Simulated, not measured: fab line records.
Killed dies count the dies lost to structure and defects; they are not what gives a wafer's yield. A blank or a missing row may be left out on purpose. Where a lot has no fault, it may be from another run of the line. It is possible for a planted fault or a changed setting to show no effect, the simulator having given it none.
fab line records	flow n5_finfet
record: lots: 24	wafers: 72	last_day: 17
route steps=1938 shown SD_EPI_N@270 SD_EPI_P@306 ILD0@339 SDB@358
lots with no fault: from the same line, run without faults
start_h: hours from the record's opening day to when the first of the lot's shown wafers began	wait_h: time in hours since the lot's previous step	" identical to the entry in the row above	L1.1+2: a row that stands for several wafers	- no value, or no start given	* or withheld: withheld	< > ~ a bound
route shown NAME@n: a module of which the file shows steps, and the number in the route of the first	usual: the fault-free wafers' mean and standard deviation	same: alike in all rows	chamber/n: place in a boat	sites: readings site by site	_std_site: standard deviation of those values	_edge_site: outer sites' mean less inner sites'	radius_mm: how far each site lies from the wafer's centre	mask NAME#n: copy n	behind: tool/chamber where the wafer was last shaped	hold: why the lot was held/for how many hours/how that ended	device: the n, p or np transistor that did not switch	end of line: tests run on the same wafers once the route is complete	step lacking rows: just its recipe	killed: dies lost to structure and defects at the first sort, not the wafer's yield	map: a wafer's dies, x killed, . not, _ none there
set.NAME: the setting the step ran with; set.NAME@STEP: the setting that earlier step ran with	model.NAME: the simulator's own value behind a step, which no gauge read
route steps across a sampled set of lots; one table per step, one row per wafer
services: a tool's chamber out of use, with start hour (start_h, from the record's first day; less than 0 if before it), hours out, and reason
== steps ==
step: N5_SD_EPI_N_CD_MEAS_09
recipe: target_cd_nm: 120	landing_energy_ev: 500	detector: se_inlens
usual: cd_nm: 120.5/0.77
same: landing_energy_ev: 500
lot.wafer	tool	chamber	start_h	wait_h	cd_nm
L074.2	cd_sem-01	0	52.07	-	120.7
L074.4	"	0	"	"	119.9
L074.5	"	0	"	"	121.1
L075.1	cd_sem-02	0	53.48	-	119.8
L075.2	"	0	"	"	119.7
L075.5	"	0	"	"	118.7
L076.3	cd_sem-02	0	62.17	-	121.7
L076.5	"	0	"	"	120.3
L076.6	"	0	"	"	120.8
L077.2	cd_sem-03	0	67.03	-	120.9
L077.3	"	0	"	"	120.8
L077.4	"	0	"	"	120.4
L078.2	cd_sem-01	0	74.86	-	119.7
L078.3	"	0	"	"	120.6
L078.4	"	0	"	"	120.3
L079.2	cd_sem-02	0	81.17	-	121.1
L079.3	"	0	"	"	120.9
L079.6	"	0	"	"	120.4
L080.3	cd_sem-03	0	83.11	-	122.1
L080.4	"	0	"	"	120.3
L080.6	"	0	"	"	121.0
L081.3	cd_sem-01	0	91.94	-	121.1
L081.4	"	0	"	"	120.8
L081.6	"	0	"	"	120.6
L082.1	cd_sem-01	0	95.30	-	121.0
L082.2	"	0	"	"	122.4
L082.3	"	0	"	"	120.2
L083.2	cd_sem-01	0	102.08	-	120.2
L083.5	"	0	"	"	120.6
L083.6	"	0	"	"	121.0
L084.2	cd_sem-01	0	108.32	-	119.7
L084.3	"	0	"	"	120.1
L084.4	"	0	"	"	119.1
L085.1	cd_sem-03	0	118.01	-	119.7
L085.4	"	0	"	"	120.4
L085.5	"	0	"	"	119.5
L086.1	cd_sem-01	0	124.45	-	120.1
L086.2	"	0	"	"	120.3
L086.6	"	0	"	"	120.0
L087.1	cd_sem-02	0	132.69	-	119.3
L087.2	"	0	"	"	120.6
L087.4	"	0	"	"	120.4
L088.2	cd_sem-03	0	135.49	-	121.0
L088.5	"	0	"	"	121.2
L088.6	"	0	"	"	120.1
L089.1	cd_sem-02	0	146.85	-	120.0
L089.4	"	0	"	"	119.4
L089.6	"	0	"	"	120.0
L090.1	cd_sem-01	0	154.86	-	120.9
L090.3	"	0	"	"	120.4
L090.5	"	0	"	"	121.2
L091.2	cd_sem-02	0	158.66	-	121.6
L091.4	"	0	"	"	121.1
L091.6	"	0	"	"	122.3
L092.2	cd_sem-02	0	162.64	-	119.5
L092.4	"	0	"	"	119.5
L092.6	"	0	"	"	119.4
L093.2	cd_sem-03	0	164.39	-	120.8
L093.3	"	0	"	"	119.9
L093.5	"	0	"	"	119.9
L094.1	cd_sem-01	0	172.64	-	120.5
L094.5	"	0	"	"	120.4
L094.6	"	0	"	"	120.6
L095.1	cd_sem-03	0	175.90	-	119.9
L095.2	"	0	"	"	120.0
L095.5	"	0	"	"	121.7
L096.2	cd_sem-01	0	183.65	-	120.1
L096.4	"	0	"	"	120.6
L096.6	"	0	"	"	120.8
L097.3	cd_sem-01	0	186.24	-	119.9
L097.5	"	0	"	"	121.1
L097.6	"	0	"	"	121.3
step: N5_SD_EPI_N_DESCUM_14
recipe: chemistry: O2	time_s: 7.9	source_power_w: 50	bias_power_w: 20	pressure_mtorr: 20	rf_frequency_hz: 2.712e+07	temp_c: 40	resist: CAR-ArF-block	o2_flow_sccm: 225
usual: drypump_motor_current_A: 5.6/0.37	oes_product_au: 0.77/0.092	rf_vpp_V: 243.1/1.4	showerhead_plenum_p_Torr: 2.08/0.09	temp_c: 39.99/0.11	throttle_valve_pct: 20.43/0.23
lot.wafer	tool	chamber	start_h	wait_h	drypump_motor_current_A	oes_product_au	rf_hours_counter_h	rf_vpp_V	showerhead_plenum_p_Torr	temp_c	throttle_valve_pct
L074.2	rie_diel-04	2	52.24	0.1	5.6	0.73	189	243.7	2.15	40.00	20.54
L074.4	"	0	"	"	6.0	0.70	219	244.1	2.15	40.01	20.38
L074.5	"	0	"	"	6.0	0.70	-	244.3	2.15	39.93	20.38
L075.1	rie_diel-01	2	53.87	0.3	5.4	0.91	22	244.6	2.18	40.12	20.59
L075.2	"	3	"	"	6.0	0.74	158	243.2	2.21	39.89	20.67
L075.5	"	2	"	"	5.4	0.90	-	243.3	2.18	39.91	20.59
L076.3	rie_diel-05	2	62.26	0.0	5.7	0.82	102	242.1	1.95	40.00	20.89
L076.5	"	0	"	"	4.8	0.75	-	242.8	1.98	39.97	20.31
L076.6	"	3	"	"	5.0	0.74	-	243.6	2.17	39.96	20.39
L077.2	rie_diel-04	2	67.33	0.2	5.7	0.73	194	243.8	2.14	40.15	20.57
L077.3	"	1	"	"	5.6	0.73	199	241.2	1.96	40.01	20.26
L077.4	"	0	"	"	6.0	0.69	224	242.3	2.15	39.85	20.38
L078.2	rie_diel-04	2	74.94	0.0	5.7	0.72	196	243.8	2.14	39.96	20.56
L078.3	"	1	"	"	5.6	0.73	201	242.1	1.96	40.00	20.25
L078.4	"	0	"	"	6.0	0.69	227	242.8	2.15	39.93	20.39
L079.2	rie_diel-04	3	81.26	0.0	5.1	0.69	224	242.8	2.16	39.98	20.41
L079.3	"	2	"	"	5.7	0.73	199	245.0	2.14	39.91	20.56
L079.6	"	2	"	"	5.7	0.72	-	243.4	2.14	39.93	20.58
L080.3	rie_diel-01	2	83.58	0.4	5.4	0.89	36	244.4	2.18	40.18	20.63
L080.4	"	0	"	"	6.0	1.01	-	243.3	2.03	40.03	19.96
L080.6	"	2	"	"	5.4	0.88	-	242.6	2.18	40.21	20.61
L081.3	rie_diel-01	2	92.33	0.3	5.4	0.88	39	244.3	2.17	39.97	20.60
L081.4	"	0	"	"	6.0	1.00	6	243.0	2.03	40.06	19.97
L081.6	"	1	"	"	5.2	0.81	-	243.7	2.08	39.77	20.35
L082.1	rie_diel-04	3	95.39	0.0	5.1	0.67	229	244.9	2.16	40.04	20.44
L082.2	"	0	"	"	6.0	0.69	233	242.7	2.15	40.01	20.38
L082.3	"	1	"	"	5.6	0.72	208	241.4	1.96	39.86	20.27
L083.2	rie_diel-05	2	102.17	0.0	5.7	0.80	118	240.6	1.94	39.97	20.92
L083.5	"	2	"	"	5.7	0.80	-	241.1	1.94	40.00	20.92
L083.6	"	3	"	"	5.0	0.73	-	243.1	2.16	40.11	20.42
L084.2	rie_diel-01	2	108.41	0.0	5.4	0.87	44	243.5	2.17	40.12	20.61
L084.3	"	0	"	"	6.0	0.99	12	241.6	2.03	40.05	19.97
L084.4	"	1	"	"	5.2	0.80	126	242.8	2.08	39.82	20.37
L085.1	rie_diel-05	0	118.15	0.1	4.8	0.74	178	241.7	1.97	39.94	20.36
L085.4	"	1	"	"	5.5	0.83	52	243.3	2.04	39.96	20.18
L085.5	"	3	"	"	5.0	0.72	-	243.2	2.16	39.92	20.42
L086.1	rie_diel-05	3	125.20	0.7	5.0	0.71	202	244.5	2.16	40.07	20.43
L086.2	"	0	"	"	4.9	0.73	180	242.3	1.97	40.05	20.35
L086.6	"	3	"	"	5.0	0.72	-	244.1	2.16	40.00	20.43
L087.1	rie_diel-05	0	132.90	0.2	4.9	0.73	182	242.4	1.97	40.04	20.37
L087.2	"	1	"	"	5.6	0.81	57	242.6	2.04	39.83	20.17
L087.4	"	2	"	"	5.7	0.79	130	240.8	1.94	39.93	20.92
L088.2	rie_diel-04	0	135.57	0.0	6.0	0.67	246	244.7	2.14	39.81	20.41
L088.5	"	1	"	"	5.6	0.71	-	241.1	1.96	39.89	20.30
L088.6	"	0	"	"	6.0	0.67	-	245.2	2.14	39.83	20.43
L089.1	rie_diel-04	2	146.94	0.0	5.7	0.70	221	245.3	2.13	40.08	20.62
L089.4	"	1	"	"	5.6	0.71	-	242.0	1.96	39.96	20.30
L089.6	"	3	"	"	5.0	0.67	-	244.3	2.16	40.02	20.45
L090.1	rie_diel-05	0	154.95	0.0	4.8	0.72	187	240.4	1.97	39.84	20.36
L090.3	"	2	"	"	5.7	0.78	138	242.0	1.94	40.01	20.93
L090.5	"	3	"	"	5.0	0.72	-	244.8	2.16	39.93	20.43
L091.2	rie_diel-01	3	158.85	0.1	5.9	0.71	198	244.9	2.19	40.03	20.72
L091.4	"	0	"	"	6.0	0.94	31	241.5	2.02	40.04	20.01
L091.6	"	2	"	"	5.4	0.85	-	244.0	2.17	39.96	20.65
L092.2	rie_diel-04	2	162.79	0.1	5.7	0.72	229	244.2	2.13	39.90	20.60
L092.4	"	2	"	"	5.7	0.70	-	244.2	2.13	39.74	20.61
L092.6	"	0	"	"	6.0	0.99	-	243.9	2.14	40.02	20.09
L093.2	rie_diel-04	2	164.48	0.0	5.7	0.70	230	244.4	2.13	40.07	20.62
L093.3	"	0	"	"	6.0	0.97	2	243.5	2.14	40.18	20.10
L093.5	"	0	"	"	6.0	0.98	-	244.0	2.14	40.03	20.10
L094.1	rie_diel-01	3	172.72	0.0	5.9	0.71	202	243.4	2.19	40.20	20.72
L094.5	"	3	"	"	5.9	0.71	-	244.3	2.19	39.97	20.72
L094.6	"	0	"	"	6.0	0.94	-	241.5	2.02	40.01	20.03
L095.1	rie_diel-04	0	175.99	0.0	6.0	0.95	7	243.3	2.14	39.95	20.11
L095.2	"	2	"	"	5.7	0.70	235	244.2	2.13	40.15	20.60
L095.5	"	2	"	"	5.7	0.69	-	245.1	2.13	40.00	20.64
L096.2	rie_diel-04	1	183.73	0.0	5.6	0.70	244	241.6	1.95	39.91	20.32
L096.4	"	1	"	"	5.6	0.70	-	242.4	1.95	40.05	20.32
L096.6	"	0	"	"	6.0	0.94	-	244.7	2.14	39.97	20.12
L097.3	rie_diel-04	0	186.90	0.6	6.0	0.92	13	243.2	2.14	40.07	20.12
L097.5	"	0	"	"	6.0	0.92	-	242.0	2.14	40.14	20.14
L097.6	"	1	"	"	5.6	0.69	-	241.6	1.95	40.08	20.33
step: N5_SD_EPI_P_DESCUM_14
recipe: chemistry: O2	time_s: 7.9	source_power_w: 50	bias_power_w: 20	pressure_mtorr: 20	rf_frequency_hz: 2.712e+07	temp_c: 40	resist: CAR-ArF-block	o2_flow_sccm: 225
usual: drypump_motor_current_A: 5.9/0.44	oes_product_au: 0.79/0.1	rf_vpp_V: 243.4/1.2	showerhead_plenum_p_Torr: 2.11/0.07	temp_c: 39.99/0.11	throttle_valve_pct: 20.48/0.22
lot.wafer	tool	chamber	start_h	wait_h	drypump_motor_current_A	oes_product_au	rf_hours_counter_h	rf_vpp_V	showerhead_plenum_p_Torr	temp_c	throttle_valve_pct
L074.2	rie_diel-06	2	56.54	0.0	5.4	0.78	120	243.3	2.10	40.02	20.65
L074.4	"	1	"	"	5.5	0.71	-	242.3	2.06	40.09	20.47
L074.5	"	2	"	"	5.4	0.77	-	242.6	2.10	40.05	20.62
L075.1	rie_diel-02	2	59.29	0.4	6.1	0.71	214	242.7	2.07	40.09	20.79
L075.2	"	3	"	"	5.2	0.93	12	241.1	2.05	39.89	20.11
L075.5	"	2	"	"	6.1	0.71	-	242.7	2.07	39.88	20.78
L076.3	rie_diel-03	2	66.69	0.0	6.6	0.68	230	243.5	2.17	40.19	20.69
L076.5	"	3	"	"	5.7	0.72	-	242.9	2.18	39.90	20.61
L076.6	"	0	"	"	6.2	0.71	-	244.0	2.06	39.92	20.30
L077.2	rie_diel-03	1	71.77	0.0	5.6	0.77	138	241.8	2.00	39.99	20.60
L077.3	"	0	"	"	6.2	0.70	222	242.9	2.06	39.97	20.32
L077.4	"	3	"	"	5.7	0.70	181	244.1	2.17	40.27	20.62
L078.2	rie_diel-03	3	79.27	0.1	5.7	0.70	184	245.2	2.17	39.83	20.60
L078.3	"	0	"	"	6.2	0.70	225	241.2	2.06	39.92	20.31
L078.4	"	2	"	"	6.6	0.68	234	244.7	2.17	39.95	20.70
L079.2	rie_diel-02	1	85.58	0.0	6.6	0.83	63	243.0	2.13	40.02	20.16
L079.3	"	3	"	"	5.3	0.90	20	242.3	2.04	40.12	20.12
L079.6	"	3	"	"	5.3	0.91	-	242.8	2.04	40.15	20.13
L080.3	rie_diel-06	2	88.15	0.0	5.3	0.78	132	243.9	2.10	39.93	20.67
L080.4	"	1	"	"	5.5	0.70	238	242.8	2.06	39.80	20.48
L080.6	"	0	"	"	6.1	0.88	-	243.9	2.15	40.07	20.67
L081.3	rie_diel-06	2	96.95	0.2	5.4	0.77	135	242.1	2.10	40.07	20.67
L081.4	"	3	"	"	5.4	0.96	9	245.0	2.24	40.14	20.20
L081.6	"	0	"	"	6.0	0.86	-	244.5	2.15	40.07	20.67
L082.1	rie_diel-06	1	100.53	0.0	5.5	0.69	242	243.9	2.06	39.75	20.47
L082.2	"	3	"	"	5.4	0.96	10	244.9	2.24	39.73	20.22
L082.3	"	0	"	"	6.0	0.86	54	244.8	2.15	39.99	20.67
L083.2	rie_diel-03	2	106.66	0.0	6.6	0.68	241	244.0	2.16	39.88	20.71
L083.5	"	3	"	"	5.7	0.71	-	244.1	2.17	40.11	20.62
L083.6	"	2	"	"	6.6	0.68	-	243.2	2.16	40.07	20.68
L084.2	rie_diel-03	0	112.73	0.0	6.2	0.70	236	242.3	2.06	40.08	20.35
L084.3	"	3	"	"	5.7	0.71	191	245.0	2.17	39.86	20.61
L084.4	"	2	"	"	6.6	0.68	243	244.1	2.16	39.89	20.71
L085.1	rie_diel-03	2	122.72	0.2	6.6	0.67	246	243.2	2.16	39.87	20.70
L085.4	"	0	"	"	6.2	0.70	239	244.1	2.06	39.99	20.34
L085.5	"	1	"	"	5.7	0.77	-	242.3	2.00	39.98	20.62
L086.1	rie_diel-06	3	130.53	0.8	5.4	0.94	19	243.7	2.24	40.05	20.24
L086.2	"	0	"	"	6.0	0.85	63	243.3	2.14	39.99	20.69
L086.6	"	2	"	"	5.4	0.77	-	242.4	2.09	39.97	20.69
L087.1	rie_diel-03	3	138.28	0.2	5.7	0.69	199	244.0	2.17	39.94	20.62
L087.2	"	1	"	"	5.7	0.77	158	241.9	2.00	39.73	20.62
L087.4	"	0	"	"	6.2	0.69	-	241.5	2.06	40.11	20.35
L088.2	rie_diel-06	3	140.05	0.0	5.4	0.94	22	244.7	2.24	39.88	20.22
L088.5	"	2	"	"	5.3	0.76	-	242.9	2.09	39.92	20.69
L088.6	"	0	"	"	6.0	0.85	-	244.7	2.14	39.94	20.68
L089.1	rie_diel-06	3	152.29	0.2	5.4	0.92	27	245.6	2.24	40.04	20.23
L089.4	"	0	"	"	6.0	0.84	71	243.2	2.14	39.87	20.71
L089.6	"	0	"	"	6.0	0.85	-	244.0	2.14	39.90	20.68
L090.1	rie_diel-03	2	159.27	0.1	6.6	0.99	3	244.2	2.16	40.06	20.20
L090.3	"	1	"	"	5.7	0.76	168	241.3	1.99	40.04	20.65
L090.5	"	1	"	"	5.7	0.76	-	241.1	1.99	40.05	20.64
L091.2	rie_diel-03	1	163.47	0.3	5.7	0.76	169	241.6	1.99	39.95	20.66
L091.4	"	2	"	"	6.6	1.00	-	243.9	2.16	39.89	20.19
L091.6	"	3	"	"	5.7	0.70	-	244.0	2.16	40.02	20.66
L092.2	rie_diel-03	3	167.98	0.0	5.8	0.69	212	243.0	2.16	40.08	20.63
L092.4	"	1	"	"	5.7	0.75	-	240.6	1.99	39.95	20.66
L092.6	"	3	"	"	5.7	0.69	-	244.0	2.16	40.02	20.65
L093.2	rie_diel-03	1	169.66	0.0	5.7	0.77	172	242.4	1.99	39.76	20.65
L093.3	"	2	"	"	6.6	0.97	7	243.6	2.16	40.03	20.20
L093.5	"	2	"	"	6.6	0.98	-	245.1	2.16	39.94	20.21
L094.1	rie_diel-02	3	177.17	0.1	5.2	0.86	50	241.9	2.03	39.86	20.17
L094.5	"	0	"	"	6.3	0.70	-	244.2	2.16	39.93	20.23
L094.6	"	1	"	"	6.6	0.80	-	243.4	2.12	40.19	20.21
L095.1	rie_diel-06	3	181.35	0.0	5.4	0.91	36	245.4	2.23	40.04	20.26
L095.2	"	2	"	"	5.4	0.75	162	244.2	2.09	40.00	20.72
L095.5	"	3	"	"	5.4	0.91	-	244.9	2.23	40.10	20.25
L096.2	rie_diel-03	1	189.35	0.4	5.7	0.75	178	242.4	1.99	39.99	20.65
L096.4	"	2	"	"	6.6	0.96	13	245.4	2.15	40.03	20.21
L096.6	"	3	"	"	5.7	0.68	-	244.2	2.16	40.02	20.65
L097.3	rie_diel-02	0	192.20	0.1	6.2	0.70	216	245.0	2.16	40.03	20.22
L097.5	"	1	"	"	6.6	0.79	-	244.2	2.12	39.88	20.20
L097.6	"	3	"	"	5.3	0.85	-	241.8	2.03	40.09	20.19
step: N5_ILD0_THK_MEAS_04
usual: thk_nm: 196.5/1.8
lot.wafer	tool	chamber	start_h	wait_h	thk_nm
L074.2	film_metro-01	-	64.28	-	193.7
L074.4	"	-	"	"	196.1
L074.5	"	-	"	"	196.3
L075.1	film_metro-01	-	66.85	-	195.9
L075.2	"	-	"	"	196.4
L075.5	"	-	"	"	192.3
L076.3	film_metro-01	-	73.90	-	193.6
L076.5	"	-	"	"	197.3
L076.6	"	-	"	"	192.4
L077.2	film_metro-02	-	78.95	-	198.3
L077.3	"	-	"	"	198.2
L077.4	"	-	"	"	195.1
L078.2	film_metro-02	-	86.43	-	197.1
L078.3	"	-	"	"	195.3
L078.4	"	-	"	"	195.6
L079.2	film_metro-02	-	93.14	-	196.6
L079.3	"	-	"	"	195.3
L079.6	"	-	"	"	195.2
L080.3	film_metro-02	-	95.49	-	195.2
L080.4	"	-	"	"	195.0
L080.6	"	-	"	"	194.9
L081.3	film_metro-01	-	104.36	-	199.8
L081.4	"	-	"	"	197.8
L081.6	"	-	"	"	199.6
L082.1	film_metro-02	-	107.71	-	197.5
L082.2	"	-	"	"	197.8
L082.3	"	-	"	"	195.6
L083.2	film_metro-01	-	113.92	-	197.0
L083.5	"	-	"	"	197.6
L083.6	"	-	"	"	197.9
L084.2	film_metro-01	-	120.26	-	196.5
L084.3	"	-	"	"	196.2
L084.4	"	-	"	"	194.9
L085.1	film_metro-01	-	130.83	0.1	195.4
L085.4	"	-	"	"	197.4
L085.5	"	-	"	"	197.0
L086.1	film_metro-02	-	137.77	-	198.0
L086.2	"	-	"	"	196.3
L086.6	"	-	"	"	198.5
L087.1	film_metro-02	-	146.84	-	196.9
L087.2	"	-	"	"	194.5
L087.4	"	-	"	"	193.7
L088.2	film_metro-02	-	147.67	-	197.0
L088.5	"	-	"	"	200.5
L088.6	"	-	"	"	196.6
L089.1	film_metro-01	-	160.40	-	196.5
L089.4	"	-	"	"	195.6
L089.6	"	-	"	"	196.6
L090.1	film_metro-01	-	166.55	-	195.9
L090.3	"	-	"	"	196.5
L090.5	"	-	"	"	196.9
L091.2	film_metro-02	-	170.93	-	198.1
L091.4	"	-	"	"	194.8
L091.6	"	-	"	"	197.8
L092.2	film_metro-01	-	175.35	-	197.5
L092.4	"	-	"	"	198.2
L092.6	"	-	"	"	197.2
L093.2	film_metro-02	-	177.45	-	196.1
L093.3	"	-	"	"	197.4
L093.5	"	-	"	"	197.2
L094.1	film_metro-02	-	185.94	-	197.2
L094.5	"	-	"	"	197.1
L094.6	"	-	"	"	196.6
L095.1	film_metro-02	-	188.71	-	191.0
L095.2	"	-	"	"	197.2
L095.5	"	-	"	"	192.5
L096.2	film_metro-02	-	198.92	-	198.8
L096.4	"	-	"	"	198.7
L096.6	"	-	"	"	201.9
L097.3	film_metro-01	-	200.91	-	197.6
L097.5	"	-	"	"	197.5
L097.6	"	-	"	"	196.2
step: N5_ILD0_CMP_12
recipe: stop_on: poly-Si	material: SiNx	t_overpolish_s: 6	post_cmp_clean: alkaline_brush	down_force_psi: 2.5	platen_rpm: 51.8	pad_velocity_m_s: 1.0307	target_thk_nm: 17.67
usual: edge_zone_pressure_frac: 1.000/0.0048	motor_current_A: 9.5/0.9	overpolish_run_s: 6.000/0.0093	retaining_ring_pressure_frac: 1.000/0.0048	time_to_endpoint_s: 28/4
same: t_overpolish_s: 6
lot.wafer	tool	chamber	start_h	wait_h	edge_zone_pressure_frac	motor_current_A	overpolish_run_s	retaining_ring_pressure_frac	time_to_endpoint_s
L074.2	cmp-01	0	67.85	1.2	1.005	10.7	5.993	0.999	27
L074.4	"	1	"	"	1.004	8.2	6.002	1.011	24
L074.5	"	3	"	"	0.996	9.7	6.001	1.002	26
L075.1	cmp-04	3	70.18	1.2	0.993	9.9	6.007	1.000	25
L075.2	"	0	"	"	0.998	8.1	5.983	1.000	19
L075.5	"	2	"	"	0.997	9.5	5.997	1.015	24
L076.3	cmp-03	1	77.28	1.2	0.998	8.3	5.985	1.000	30
L076.5	"	2	"	"	0.997	10.0	5.999	1.006	31
L076.6	"	3	"	"	0.998	9.7	6.007	0.999	22
L077.4	cmp-04	3	82.19	1.1	0.998	10.0	5.995	1.001	25
L077.2	"	1	"	"	0.993	7.9	6.001	0.999	24
L077.3	"	2	"	"	1.004	9.0	5.996	0.995	28
L078.4	cmp-01	1	89.98	1.1	0.999	8.8	5.993	1.000	28
L078.3	"	3	"	"	0.992	9.6	6.003	1.003	31
L078.2	"	0	"	"	1.007	10.6	5.992	0.992	29
L079.2	cmp-01	1	96.47	1.2	1.004	8.6	5.982	1.001	29
L079.3	"	2	"	"	1.002	9.6	5.992	1.007	28
L079.6	"	1	"	"	1.006	8.1	6.006	1.001	29
L080.4	cmp-04	2	99.30	1.2	1.003	9.2	5.987	1.008	27
L080.3	"	3	"	"	0.998	9.6	6.007	0.997	24
L080.6	"	0	"	"	1.002	8.4	5.982	0.995	21
L081.4	cmp-03	0	107.80	1.2	1.002	11.3	5.997	1.000	39
L081.3	"	2	"	"	1.012	9.8	6.006	1.002	35
L081.6	"	0	"	"	1.007	11.4	6.028	1.000	43
L082.1	cmp-01	2	110.95	1.1	1.004	9.9	5.998	1.007	30
L082.2	"	3	"	"	1.003	9.5	6.012	1.003	29
L082.3	"	1	"	"	0.997	8.1	6.000	0.999	29
L083.2	cmp-03	3	117.28	1.2	1.004	10.6	6.001	1.000	24
L083.6	"	0	"	"	1.011	11.2	5.997	0.996	37
L083.5	"	1	"	"	1.005	8.6	5.991	1.003	30
L084.4	cmp-03	3	123.57	1.2	1.000	10.1	6.013	0.998	23
L084.3	"	0	"	"	1.005	11.3	6.009	0.994	35
L084.2	"	1	"	"	1.003	8.7	5.993	1.002	26
L085.4	cmp-03	2	134.07	1.1	0.987	9.1	6.012	1.006	32
L085.1	"	3	"	"	1.000	10.2	5.992	0.997	22
L085.5	"	3	"	"	1.002	10.0	6.004	0.999	24
L086.1	cmp-04	0	141.09	1.2	1.001	8.5	5.996	0.990	24
L086.2	"	1	"	"	1.000	8.2	5.991	1.000	29
L086.6	"	2	"	"	0.996	9.3	6.014	0.994	29
L087.4	cmp-01	0	150.12	1.2	1.001	10.4	6.000	0.998	30
L087.1	"	1	"	"	1.005	8.3	5.995	1.003	27
L087.2	"	2	"	"	0.992	9.7	6.000	0.998	28
L088.2	cmp-03	0	151.03	1.2	1.002	10.6	6.011	1.008	37
L088.6	"	1	"	"	1.007	8.7	5.997	0.997	28
L088.5	"	2	"	"	0.992	10.4	5.999	0.999	33
L089.1	cmp-03	3	163.64	1.1	0.995	10.6	5.996	0.997	26
L089.4	"	1	"	"	0.995	9.1	5.987	1.005	31
L089.6	"	0	"	"	1.006	11.0	6.004	1.010	38
L090.1	cmp-04	2	170.11	1.1	1.000	9.3	6.006	1.006	28
L090.3	"	3	"	"	1.003	10.4	5.989	0.985	29
L090.5	"	2	"	"	0.993	9.6	6.002	1.000	28
L091.4	cmp-01	3	174.25	1.2	0.996	9.4	5.997	0.996	31
L091.2	"	0	"	"	0.990	10.3	6.011	1.002	28
L091.6	"	1	"	"	0.994	8.5	5.990	1.001	24
L092.2	cmp-01	2	178.63	1.2	1.002	9.7	5.993	1.002	24
L092.4	"	0	"	"	0.998	10.3	5.981	0.994	27
L092.6	"	2	"	"	0.996	9.1	5.999	1.007	28
L093.2	cmp-03	1	180.80	1.2	1.006	8.7	5.997	1.002	25
L093.3	"	2	"	"	1.005	10.0	5.994	0.995	31
L093.5	"	2	"	"	1.000	10.1	6.019	0.994	31
L094.1	cmp-03	2	189.18	1.1	1.004	9.8	5.989	0.993	30
L094.6	"	2	"	"	1.005	9.6	6.012	1.001	33
L094.5	"	3	"	"	1.004	9.8	6.007	1.005	22
L095.1	cmp-01	3	191.99	1.2	0.997	10.0	6.001	0.999	31
L095.2	"	1	"	"	0.995	8.4	6.003	0.994	29
L095.5	"	3	"	"	0.996	9.5	6.002	1.003	33
L096.4	cmp-01	0	202.16	1.1	0.999	10.2	5.999	1.003	29
L096.2	"	1	"	"	0.995	8.3	5.973	1.000	29
L096.6	"	0	"	"	1.003	10.2	5.990	0.999	27
L097.3	cmp-01	3	204.28	1.2	0.996	10.0	5.980	1.002	28
L097.5	"	2	"	"	0.999	9.3	5.995	0.999	28
L097.6	"	3	"	"	0.994	9.7	6.007	1.000	29
step: N5_SDB_INSPECT_13
recipe: mode: adi	inspect_instrument: brightfield
usual: raw_defect_count: 87/36
lot.wafer	tool	chamber	start_h	wait_h	raw_defect_count
L074.2	defect_inspect-02	-	68.53	0.0	83
L074.4	"	-	"	"	124
L074.5	"	-	"	"	86
L075.1	defect_inspect-01	-	70.96	0.0	72
L075.2	"	-	"	"	33
L075.5	"	-	"	"	64
L076.3	defect_inspect-02	-	78.03	0.0	25
L076.5	"	-	"	"	40
L076.6	"	-	"	"	40
L077.2	defect_inspect-02	-	83.05	0.0	145
L077.3	"	-	"	"	142
L077.4	"	-	"	"	186
L078.2	defect_inspect-02	-	90.74	0.0	90
L078.3	"	-	"	"	51
L078.4	"	-	"	"	71
L079.2	defect_inspect-02	-	97.17	0.0	66
L079.3	"	-	"	"	45
L079.6	"	-	"	"	29
L080.3	defect_inspect-02	-	104.81	0.0	107
L080.4	"	-	"	"	87
L080.6	"	-	"	"	84
L081.3	defect_inspect-02	-	108.50	0.0	91
L081.4	"	-	"	"	66
L081.6	"	-	"	"	61
L082.1	defect_inspect-01	-	111.81	0.0	189
L082.2	"	-	"	"	86
L082.3	"	-	"	"	152
L083.2	defect_inspect-01	-	117.90	0.0	61
L083.5	"	-	"	"	40
L083.6	"	-	"	"	68
L084.2	defect_inspect-01	-	124.39	0.0	62
L084.3	"	-	"	"	49
L084.4	"	-	"	"	44
L085.1	defect_inspect-01	-	134.94	0.0	78
L085.4	"	-	"	"	107
L085.5	"	-	"	"	76
L086.1	defect_inspect-01	-	141.87	0.0	131
L086.2	"	-	"	"	86
L086.6	"	-	"	"	126
L087.1	defect_inspect-01	-	150.95	0.0	146
L087.2	"	-	"	"	150
L087.4	"	-	"	"	93
L088.2	defect_inspect-02	-	151.65	0.0	63
L088.5	"	-	"	"	39
L088.6	"	-	"	"	92
L089.1	defect_inspect-01	-	164.51	0.0	67
L089.4	"	-	"	"	65
L089.6	"	-	"	"	130
L090.1	defect_inspect-02	-	170.85	0.0	72
L090.3	"	-	"	"	116
L090.5	"	-	"	"	44
L091.2	defect_inspect-01	-	175.04	0.0	98
L091.4	"	-	"	"	62
L091.6	"	-	"	"	118
L092.2	defect_inspect-02	-	179.45	0.0	35
L092.4	"	-	"	"	85
L092.6	"	-	"	"	51
L093.2	defect_inspect-01	-	181.66	0.0	83
L093.3	"	-	"	"	53
L093.5	"	-	"	"	56
L094.1	defect_inspect-02	-	190.05	0.0	101
L094.5	"	-	"	"	109
L094.6	"	-	"	"	89
L095.1	defect_inspect-02	-	192.82	0.0	87
L095.2	"	-	"	"	110
L095.5	"	-	"	"	109
L096.2	defect_inspect-02	-	203.05	0.0	103
L096.4	"	-	"	"	44
L096.6	"	-	"	"	75
L097.3	defect_inspect-02	-	205.11	0.0	69
L097.5	"	-	"	"	84
L097.6	"	-	"	"	105
== services ==
tool	chamber	start_h	hours	kind
cmp-01	-	30.12	1.5	repair
cmp-03	-	37.07	3.8	repair
rie_diel-06	1	37.09	11.4	repair
rie_diel-03	1	38.14	5.2	repair
rie_diel-06	-	39.86	0.6	repair
rie_diel-04	1	40.26	9.4	repair
rie_diel-03	-	41.84	0.5	repair
rie_diel-01	-	42.74	2.8	pm
cmp-01	-	48.86	4.0	pm
cmp-03	-	54.57	0.9	repair
rie_diel-06	1	63.75	8.0	repair
rie_diel-04	-	64.98	1.1	repair
cmp-04	-	74.21	7.2	pm
rie_diel-01	1	81.27	3.3	repair
cmp-01	-	83.26	0.6	repair
rie_diel-03	3	88.50	7.6	repair
cmp-03	-	92.05	2.9	repair
cmp-01	-	101.37	3.6	repair
rie_diel-05	0	148.21	4.6	repair
cmp-01	-	180.63	0.8	repair
cmp-01	-	190.22	0.7	repair
cmp-03	-	192.32	4.0	pm
rie_diel-01	3	195.47	16.5	repair
rie_diel-04	0	199.60	4.3	repair
== key ==
fault none
